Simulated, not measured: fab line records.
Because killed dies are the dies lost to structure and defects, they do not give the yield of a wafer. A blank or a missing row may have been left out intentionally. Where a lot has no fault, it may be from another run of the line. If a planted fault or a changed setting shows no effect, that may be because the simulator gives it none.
Which tool did it? -- flow n5-finfet -- 24 lots, 72 wafers sampled, at 6 steps of a route of 1938

== WHAT EACH GAUGE READ, for each wafer ==
N5_WELL_APT_OVL_MEAS_09.
lot,measured,on,NWELL_OVL (nm)
L074,day 1 13:57,overlay-01,8 7 6
L075,day 1 19:52,overlay-01,3 2 3
L076,day 2 01:43,overlay-02,6 -1 0
L077,day 2 07:44,overlay-01,-2 -8 -9
L078,day 2 13:43,overlay-01,11 12 10
L079,day 2 19:43,overlay-02,13 8 8
L080,day 3 01:43,overlay-01,12 9 12
L081,day 3 07:43,overlay-02,-6 1 5
L082,day 3 13:43,overlay-01,-4 -5 0
L083,day 3 19:46,overlay-01,3 2 -1
L084,day 4 01:50,overlay-02,-1 6 -4
L085,day 4 07:50,overlay-01,-7 -5 -11
L086,day 4 13:44,overlay-02,0 2 9
L087,day 4 19:52,overlay-01,-4 -7 -4
L088,day 5 01:54,overlay-02,-4 -1 4
L089,day 5 07:52,overlay-02,6 -4 2
L090,day 5 13:55,overlay-01,9 3 9
L091,day 5 19:55,overlay-01,0 2 -2
L092,day 6 01:43,overlay-01,-4 -7 -6
L093,day 6 08:02,overlay-02,14 -1 8
L094,day 6 14:02,overlay-01,5 10 2
L095,day 6 19:51,overlay-02,4 4 -2
L096,day 7 01:53,overlay-02,-2 -9 -2
L097,day 7 07:58,overlay-02,1 -3 4

N5_FIN_CUT_OVL_MEAS_09.
lot,measured,on,FIN_CUT_OVL (nm)
L074,day 2 03:17,overlay-02,-1.0 -0.7 -1.2
L075,day 2 08:44,overlay-01,-0.5 -1.1 -0.8
L076,day 2 14:30,overlay-02,0.1 0.1 0.4
L077,day 2 22:22,overlay-02,-1.4 0.2 -0.4
L078,day 3 03:23,overlay-02,0.4 -0.7 -0.8
L079,day 3 08:51,overlay-01,-1.1 -1.3 -0.4
L080,day 3 15:02,overlay-02,-1.5 -0.6 -0.6
L081,day 3 20:48,overlay-02,-0.4 -1.5 -1.1
L082,day 4 03:39,overlay-01,-0.7 0.3 0.1
L083,day 4 11:05,overlay-02,-1.7 -0.1 -1.0
L084,day 4 15:16,overlay-02,-0.7 -1.2 -1.2
L085,day 4 22:58,overlay-02,-0.4 -0.1 -0.7
L086,day 5 06:29,overlay-01,-1.0 -1.0 0.1
L087,day 5 11:10,overlay-02,0.4 -0.1 -0.1
L088,day 5 15:41,overlay-02,-2.3 -0.6 -1.5
L089,day 5 21:23,overlay-01,0.0 -1.0 -0.8
L090,day 6 02:48,overlay-02,-1.1 -0.7 -0.1
L091,day 6 10:17,overlay-02,-1.3 -0.9 -1.9
L092,day 6 15:20,overlay-02,-0.9 -0.8 -0.9
L093,day 6 20:25,overlay-02,-0.2 -1.3 -1.6
L094,day 7 03:32,overlay-01,-1.3 -1.2 0.0
L095,day 7 08:23,overlay-02,-0.4 -0.9 -0.4
L096,day 7 15:27,overlay-02,-1.3 -1.5 -0.8
L097,day 7 21:47,overlay-01,-0.7 -0.3 -1.7

== WHAT TOOL EACH LOT RAN ON (gives the tool, then ch and the chambers of the sampled wafers, and finally the start) ==
lot,N5_ZERO_LAYER_PECVD_02,N5_FIN_SAQP_PECVD_06,N5_FIN_SAQP_DESCUM_21,N5_FIN_SAQP_STRIP_77
L074,"pecvd-04 ch 0,2, day 1 12:17","pecvd-04 ch 0,1,2, day 1 21:52","rie-diel-04 ch 0,2,3, day 1 22:29","rie-diel-05 ch 0,1,3, day 2 02:27"
L075,"pecvd-02 ch 0, day 1 18:17","pecvd-01 ch 0,1, day 2 03:25","rie-diel-02 ch 0,2, day 2 04:09","rie-diel-04 ch 2,3, day 2 07:56"
L076,"pecvd-02 ch 0,1,2, day 2 00:19","pecvd-03 ch 0,1,2, day 2 09:21","rie-diel-04 ch 1,2, day 2 10:01","rie-diel-05 ch 0,3, day 2 13:42"
L077,"pecvd-04 ch 0,2, day 2 06:17","pecvd-03 ch 1,2, day 2 15:57","rie-diel-04 ch 0,1,3, day 2 17:36","rie-diel-04 ch 0,1,2, day 2 21:35"
L078,"pecvd-03 ch 0,1,2, day 2 12:19","pecvd-03 ch 0,1,2, day 2 21:34","rie-diel-05 ch 0,1, day 2 22:26","rie-diel-04 ch 1,2, day 3 02:28"
L079,"pecvd-03 ch 0,1,2, day 2 18:17","pecvd-01 ch 0,1,2, day 3 03:29","rie-diel-02 ch 0,1,3, day 3 04:09","rie-diel-04 ch 0,3, day 3 08:04"
L080,"pecvd-02 ch 0,1,2, day 3 00:17","pecvd-03 ch 0,1,2, day 3 09:34","rie-diel-02 ch 0,1,2, day 3 10:07","rie-diel-02 ch 0,3, day 3 14:00"
L081,"pecvd-02 ch 1,2, day 3 06:17","pecvd-04 ch 0,2, day 3 15:08","rie-diel-04 ch 0,2,3, day 3 15:41","rie-diel-02 ch 0,1,3, day 3 20:02"
L082,"pecvd-03 ch 0,1,2, day 3 12:17","pecvd-03 ch 1,2, day 3 22:08","rie-diel-02 ch 0,1, day 3 23:00","rie-diel-05 ch 0,1,3, day 4 02:52"
L083,"pecvd-03 ch 0,2, day 3 18:17","pecvd-01 ch 0,1,2, day 4 03:52","rie-diel-04 ch 0,1,2, day 4 04:49","rie-diel-05 ch 0,1,2, day 4 10:19"
L084,"pecvd-04 ch 0,1,2, day 4 00:19","pecvd-04 ch 0,1,2, day 4 09:49","rie-diel-04 ch 0,1,2, day 4 10:22","rie-diel-04 ch 0,1,2, day 4 14:31"
L085,"pecvd-03 ch 0,1,2, day 4 06:17","pecvd-04 ch 0,1,2, day 4 16:01","rie-diel-04 ch 0,1, day 4 16:34","rie-diel-02 ch 1,2,3, day 4 22:11"
L086,"pecvd-04 ch 0,1, day 4 12:17","pecvd-04 ch 1,2, day 4 23:43","rie-diel-04 ch 0,1, day 5 00:28","rie-diel-02 ch 0,1,2, day 5 05:42"
L087,"pecvd-03 ch 1,2, day 4 18:17","pecvd-03 ch 0,1,2, day 5 05:23","rie-diel-04 ch 1,3, day 5 06:03","rie-diel-02 ch 1,2, day 5 10:23"
L088,"pecvd-04 ch 1,2, day 5 00:17","pecvd-03 ch 0,1, day 5 10:09","rie-diel-04 ch 0,2,3, day 5 10:49","rie-diel-05 ch 0,3, day 5 14:46"
L089,"pecvd-04 ch 0,1,2, day 5 06:17","pecvd-01 ch 0,1,2, day 5 16:07","rie-diel-04 ch 0,1,2, day 5 16:47","rie-diel-02 ch 0,1,3, day 5 20:36"
L090,"pecvd-03 ch 0,1,2, day 5 12:17","pecvd-03 ch 1,2, day 5 21:46","rie-diel-04 ch 1,2, day 5 22:18","rie-diel-04 ch 0,1,2, day 6 02:01"
L091,"pecvd-02 ch 0,1,2, day 5 18:19","pecvd-04 ch 0,1,2, day 6 03:46","rie-diel-02 ch 0,2,3, day 6 04:26","rie-diel-02 ch 0,1,3, day 6 09:31"
L092,"pecvd-02 ch 1,2, day 6 00:17","pecvd-04 ch 1,2, day 6 09:50","rie-diel-04 ch 1,2, day 6 10:32","rie-diel-04 ch 1,2,3, day 6 14:33"
L093,"pecvd-03 ch 1,2, day 6 06:19","pecvd-01 ch 1,2, day 6 15:21","rie-diel-02 ch 1,3, day 6 15:56","rie-diel-04 ch 0,2, day 6 19:39"
L094,"pecvd-04 ch 0,1, day 6 12:18","pecvd-03 ch 0,2, day 6 21:28","rie-diel-02 ch 0,1,3, day 6 22:08","rie-diel-05 ch 0,1,3, day 7 02:46"
L095,"pecvd-04 ch 0,1,2, day 6 18:19","pecvd-04 ch 0,1,2, day 7 03:04","rie-diel-05 ch 0,1,3, day 7 03:49","rie-diel-02 ch 1,2,3, day 7 07:38"
L096,"pecvd-02 ch 1,2, day 7 00:17","pecvd-03 ch 0,1, day 7 09:45","rie-diel-02 ch 1,2,3, day 7 10:27","rie-diel-05 ch 0,2,3, day 7 14:31"
L097,"pecvd-04 ch 1,2, day 7 06:19","pecvd-04 ch 1,2, day 7 16:12","rie-diel-02 ch 2,3, day 7 17:03","rie-diel-04 ch 1,2,3, day 7 20:53"
- N5_ZERO_LAYER_PECVD_02: deposits SiO2 from SiH4/N2O, target thk 10 nm, time 6 s.
- N5_FIN_SAQP_PECVD_06: deposits a-Si from SiH4/He, target thk 60 nm, time 48.1 s.
- N5_FIN_SAQP_DESCUM_21: chemistry O2, time 7.9 s.
- N5_FIN_SAQP_STRIP_77: strips in N2/H2, time 90 s.

== WHAT THE TOOLS THEMSELVES READ (means of the sampled wafers that have a number; where no wafer has one, the mark that the record gives instead) ==
N5_ZERO_LAYER_PECVD_02.
lot,tool,chamber-pressure-Torr (Torr),heater-power-w (W),showerhead-plenum-p-Torr (Torr),showerhead-vpp-V (V)
L074,pecvd-04,0.7484,644,8.01,1015
L075,pecvd-02,0.7509,828,8.16,1048
L076,pecvd-02,0.7510,752,8.10,1021
L077,pecvd-04,0.7506,654,8.03,1008
L078,pecvd-03,0.7514,783,8.04,1069
L079,pecvd-03,0.7488,763,8.04,1063
L080,pecvd-02,0.7498,775,8.09,1034
L081,pecvd-02,0.7505,724,8.04,1047
L082,pecvd-03,0.7500,781,8.03,1058
L083,pecvd-03,0.7504,783,8.13,1064
L084,pecvd-04,0.7503,702,8.09,1009
L085,pecvd-03,0.7481,766,8.03,1051
L086,pecvd-04,0.7487,668,8.06,991
L087,pecvd-03,0.7505,784,7.94,1052
L088,pecvd-04,0.7496,666,8.18,1005
L089,pecvd-04,0.7491,691,8.09,1000
L090,pecvd-03,0.7511,752,8.03,1058
L091,pecvd-02,0.7495,704,8.10,1034
L092,pecvd-02,0.7523,693,8.03,1039
L093,pecvd-03,0.7493,714,7.95,1044
L094,pecvd-04,0.7492,672,8.16,978
L095,pecvd-04,0.7506,717,8.09,1000
L096,pecvd-02,0.7502,719,8.05,1034
L097,pecvd-04,0.7494,701,8.20,993

N5_FIN_SAQP_PECVD_06.
lot,tool,chamber-pressure-Torr (Torr),heater-power-w (W),showerhead-plenum-p-Torr (Torr),showerhead-vpp-V (V),throttle-valve-pct (%)
L074,pecvd-04,3.005,741,5.64,597,17.8
L075,pecvd-01,3.002,843,5.67,619,18.9
L076,pecvd-03,3.002,772,5.64,638,18.7
L077,pecvd-03,2.996,815,5.59,634,18.6
L078,pecvd-03,2.997,867,5.62,648,18.6
L079,pecvd-01,2.999,819,5.68,602,18.0
L080,pecvd-03,3.002,839,5.63,636,18.6
L081,pecvd-04,3.001,730,5.62,610,18.0
L082,pecvd-03,2.999,792,5.64,637,19.0
L083,pecvd-01,2.998,829,5.67,610,17.8
L084,pecvd-04,3.003,758,5.65,607,17.9
L085,pecvd-04,3.001,752,5.65,601,18.0
L086,pecvd-04,3.000,695,5.69,597,17.6
L087,pecvd-03,2.999,781,5.63,643,18.8
L088,pecvd-03,3.001,858,5.64,645,18.6
L089,pecvd-01,3.004,772,5.68,599,17.9
L090,pecvd-03,3.001,841,5.62,644,18.9
L091,pecvd-04,3.003,767,5.65,601,17.9
L092,pecvd-04,2.996,740,5.67,603,17.8
L093,pecvd-01,2.997,854,5.70,582,17.1
L094,pecvd-03,3.007,863,5.66,640,18.9
L095,pecvd-04,3.000,722,5.63,602,17.9
L096,pecvd-03,3.002,804,5.64,644,18.7
L097,pecvd-04,2.999,774,5.69,599,17.9

N5_FIN_SAQP_DESCUM_21.
lot,tool,chamber-pressure-mTorr (mTorr),drypump-motor-current-A (A),oes-product-au (a.u.),rf-vpp-V (V),showerhead-plenum-p-Torr (Torr),throttle-valve-pct (%)
L074,rie-diel-04,19.972,5.5,0.73,242.2,2.08,20.50
L075,rie-diel-02,19.996,5.6,0.82,243.9,2.14,20.38
L076,rie-diel-04,19.999,5.4,0.72,242.6,2.06,20.72
L077,rie-diel-04,19.994,5.6,0.71,242.8,2.07,20.65
L078,rie-diel-05,20.018,6.0,0.70,243.0,2.10,20.63
L079,rie-diel-02,20.013,5.7,0.77,242.9,2.08,20.41
L080,rie-diel-02,20.000,5.7,0.78,244.2,2.14,20.37
L081,rie-diel-04,20.003,5.4,0.72,243.0,2.08,20.51
L082,rie-diel-02,19.989,5.7,0.75,242.6,2.06,20.34
L083,rie-diel-04,20.000,5.6,0.81,241.7,2.03,20.47
L084,rie-diel-04,19.995,5.6,0.81,242.3,2.03,20.49
L085,rie-diel-04,19.993,5.8,0.88,241.8,2.03,20.52
L086,rie-diel-04,20.024,5.7,0.87,242.8,2.03,20.52
L087,rie-diel-04,19.993,5.3,0.80,244.1,2.13,20.57
L088,rie-diel-04,20.002,5.5,0.71,242.9,2.07,20.55
L089,rie-diel-04,19.988,5.6,0.78,242.9,2.03,20.51
L090,rie-diel-04,19.998,5.3,0.79,243.4,2.06,20.47
L091,rie-diel-02,20.004,5.6,0.79,243.7,2.07,20.47
L092,rie-diel-04,19.985,5.3,0.79,243.4,2.06,20.47
L093,rie-diel-02,19.980,5.7,0.77,242.8,2.07,20.53
L094,rie-diel-02,19.988,5.6,0.75,242.4,2.06,20.46
L095,rie-diel-05,19.989,6.1,0.78,243.7,2.10,20.48
L096,rie-diel-02,19.997,5.7,0.77,244.5,2.13,20.50
L097,rie-diel-02,19.999,5.6,0.79,241.9,2.07,20.56

N5_FIN_SAQP_STRIP_77.
lot,tool,chamber-pressure-mTorr (mTorr),drypump-motor-current-A (A),oes-product-au (a.u.),rf-vpp-V (V),showerhead-plenum-p-Torr (Torr),throttle-valve-pct (%)
L074,rie-diel-05,99.97,6.1,0.72,45.9,3.41,12.44
L075,rie-diel-04,99.94,5.1,0.74,45.3,3.45,12.37
L076,rie-diel-05,100.06,6.5,0.73,44.5,3.50,12.36
L077,rie-diel-04,99.99,5.6,0.72,44.7,3.30,12.46
L078,rie-diel-04,100.00,5.3,0.72,43.9,3.35,12.37
L079,rie-diel-04,100.03,5.8,0.72,45.6,3.31,12.47
L080,rie-diel-02,100.01,5.6,0.76,45.4,3.25,12.16
L081,rie-diel-02,99.90,5.7,0.77,45.2,3.34,12.19
L082,rie-diel-05,99.97,6.1,0.71,44.0,3.40,12.49
L083,rie-diel-05,100.00,5.8,0.70,45.6,3.40,12.56
L084,rie-diel-04,100.16,5.6,0.81,44.8,3.29,12.28
L085,rie-diel-02,99.99,5.7,0.80,45.2,3.45,12.24
L086,rie-diel-02,99.96,5.7,0.78,46.0,3.44,12.19
L087,rie-diel-02,100.09,5.8,0.78,46.4,3.53,12.20
L088,rie-diel-05,99.91,6.5,0.70,45.4,3.49,12.42
L089,rie-diel-02,99.93,5.7,0.75,45.2,3.34,12.23
L090,rie-diel-04,100.06,5.6,0.78,45.5,3.29,12.31
L091,rie-diel-02,100.01,5.7,0.75,44.9,3.33,12.24
L092,rie-diel-04,99.99,5.3,0.78,44.7,3.37,12.34
L093,rie-diel-04,100.01,5.8,0.70,44.7,3.25,12.45
L094,rie-diel-05,100.02,6.1,0.78,44.5,3.39,12.32
L095,rie-diel-02,100.01,5.7,0.78,45.3,3.44,12.30
L096,rie-diel-05,99.99,6.2,0.79,46.3,3.48,12.34
L097,rie-diel-04,99.96,5.3,0.78,45.3,3.36,12.35

== THE ANSWER, worked out from the rows above alone ==
Rule: usual is defined by the lots themselves. The widest of any qualifying gaps counts: lots, ordered by their means at a reading, are off when they make up no more than a third of the lots, leave a main group of 4 or more, and stand apart from it by 3 or more times the standard deviation of that group's means. If all means in a main group match to the digits the tables above print for the reading, that group is not used. A lot without any number at a reading at which 4 lots or more have one is off too. The other lots that the step has rows for count as sound. First the gauges in route order, then the tools' own readings, where a lot's mean is used as printed above. The first step at which some lot is off is used, and at that step the reading that is off furthest; a lot without a number counts as furthest.
Across all readings shown, no lot is off: no conclusion can be drawn from this.

== WHAT THE SIMULATOR HAD INSERTED ==
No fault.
